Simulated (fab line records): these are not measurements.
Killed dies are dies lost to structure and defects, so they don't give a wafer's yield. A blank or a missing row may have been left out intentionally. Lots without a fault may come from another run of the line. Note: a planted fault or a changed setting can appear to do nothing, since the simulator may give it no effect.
Which tool did it? / flow nandHarc / 24 lots, 72 wafers sampled, at 2 steps of a route of 1302

WHAT EACH GAUGE READ, for each wafer
NHARC_A_SGD_CUT_INSPECT_25.
lot=L074; measured=day 19 11:14; on=defectInspect-01; rawDefectCount=405 348 376
lot=L075; measured=day 20 06:41; on=defectInspect-02; rawDefectCount=363 424 322
lot=L077; measured=day 20 06:42; on=defectInspect-01; rawDefectCount=497 457 427
lot=L076; measured=day 20 06:44; on=defectInspect-02; rawDefectCount=409 407 337
lot=L078; measured=day 21 00:40; on=defectInspect-02; rawDefectCount=392 406 371
lot=L079; measured=day 21 14:11; on=defectInspect-01; rawDefectCount=313 301 370
lot=L080; measured=day 21 14:12; on=defectInspect-02; rawDefectCount=348 491 413
lot=L081; measured=day 22 13:44; on=defectInspect-02; rawDefectCount=352 359 407
lot=L082; measured=day 23 13:35; on=defectInspect-02; rawDefectCount=356 511 413
lot=L084; measured=day 23 16:48; on=defectInspect-01; rawDefectCount=476 386 369
lot=L085; measured=day 23 16:49; on=defectInspect-02; rawDefectCount=426 280 393
lot=L083; measured=day 23 16:51; on=defectInspect-01; rawDefectCount=274 419 333
lot=L086; measured=day 24 10:17; on=defectInspect-01; rawDefectCount=341 317 322
lot=L088; measured=day 25 04:41; on=defectInspect-01; rawDefectCount=342 525 335
lot=L089; measured=day 25 04:46; on=defectInspect-01; rawDefectCount=176 272 282
lot=L087; measured=day 25 04:52; on=defectInspect-02; rawDefectCount=449 330 292
lot=L090; measured=day 26 03:32; on=defectInspect-02; rawDefectCount=325 395 293
lot=L093; measured=day 27 00:53; on=defectInspect-02; rawDefectCount=441 438 447
lot=L092; measured=day 27 00:55; on=defectInspect-02; rawDefectCount=481 310 263
lot=L091; measured=day 27 00:58; on=defectInspect-01; rawDefectCount=454 396 367
lot=L094; measured=day 27 10:44; on=defectInspect-01; rawDefectCount=340 371 429
lot=L095; measured=day 28 12:55; on=defectInspect-02; rawDefectCount=255 294 241
lot=L097; measured=day 28 12:56; on=defectInspect-01; rawDefectCount=488 427 386
lot=L096; measured=day 29 01:25; on=defectInspect-01; rawDefectCount=439 451 407

NHARC_A_SLIT_CD_MEAS_09: the cd target is 300 nm.
lot=L074; measured=day 19 16:25; on=cdSem-03; cdNm (nm)=300.7 300.7 300.5
lot=L075; measured=day 20 11:28; on=cdSem-03; cdNm (nm)=300.3 300.8 300.4
lot=L077; measured=day 20 12:06; on=cdSem-01; cdNm (nm)=300.2 300.5 300.2
lot=L076; measured=day 20 12:46; on=cdSem-02; cdNm (nm)=300.3 299.9 299.7
lot=L078; measured=day 21 05:34; on=cdSem-01; cdNm (nm)=300.5 300.6 300.7
lot=L079; measured=day 21 19:18; on=cdSem-03; cdNm (nm)=300.4 300.4 300.7
lot=L080; measured=day 21 20:41; on=cdSem-03; cdNm (nm)=299.5 300.4 300.1
lot=L081; measured=day 22 18:38; on=cdSem-03; cdNm (nm)=300.0 300.1 299.9
lot=L082; measured=day 23 19:21; on=cdSem-01; cdNm (nm)=300.5 299.9 300.1
lot=L084; measured=day 23 22:43; on=cdSem-01; cdNm (nm)=300.2 300.4 299.9
lot=L085; measured=day 23 23:04; on=cdSem-03; cdNm (nm)=300.6 300.4 299.4
lot=L083; measured=day 24 00:14; on=cdSem-03; cdNm (nm)=299.2 300.7 300.0
lot=L086; measured=day 24 15:57; on=cdSem-01; cdNm (nm)=300.3 300.5 300.5
lot=L088; measured=day 25 09:25; on=cdSem-03; cdNm (nm)=300.2 300.6 300.0
lot=L089; measured=day 25 09:41; on=cdSem-03; cdNm (nm)=300.0 299.7 299.4
lot=L087; measured=day 25 09:50; on=cdSem-02; cdNm (nm)=299.7 300.9 300.4
lot=L090; measured=day 26 08:55; on=cdSem-03; cdNm (nm)=299.7 299.7 300.1
lot=L093; measured=day 27 06:14; on=cdSem-02; cdNm (nm)=300.2 299.8 299.7
lot=L092; measured=day 27 06:56; on=cdSem-03; cdNm (nm)=299.8 300.4 300.0
lot=L091; measured=day 27 08:39; on=cdSem-02; cdNm (nm)=300.0 300.2 300.4
lot=L094; measured=day 27 17:32; on=cdSem-02; cdNm (nm)=300.7 300.1 300.5
lot=L095; measured=day 28 17:49; on=cdSem-01; cdNm (nm)=300.1 300.2 300.2
lot=L097; measured=day 28 17:58; on=cdSem-03; cdNm (nm)=300.2 299.6 299.7
lot=L096; measured=day 29 08:22; on=cdSem-02; cdNm (nm)=300.5 300.6 300.1

WHICH TOOL RAN EACH LOT (tool, then ch and the chambers of the sampled wafers, then the start)
Record: no process step prior to these readings.

WHAT THE TOOLS THEMSELVES READ (means of the sampled wafers that have a number; where no wafer has one, the mark that the record gives instead)
The record holds no such reading with a usual standard deviation.

THE ANSWER, worked out from the rows above alone
Rule: what is usual is taken from the lots themselves. The widest of any qualifying gaps counts: lots, ordered by their means at a reading, are off when they make up no more than a third of the lots, leave a main group of 4 or more, and stand apart from it by 3 or more times the standard deviation of that group's means. A main group whose means are all the same, to the digits that the tables above print for the reading, isn't used. Also off: a lot with no number at a reading for which 4 or more lots have one. The other lots that the step has rows for count as sound. The gauges are gone through in route order, then the tools' own readings, and for those a lot's mean is taken as printed above. The first step at which some lot is off is used, and at that step the reading that is off furthest; a lot without a number counts as furthest.
Nothing can be told from this: no lot is off at any reading shown.

WHAT THE SIMULATOR PUT IN
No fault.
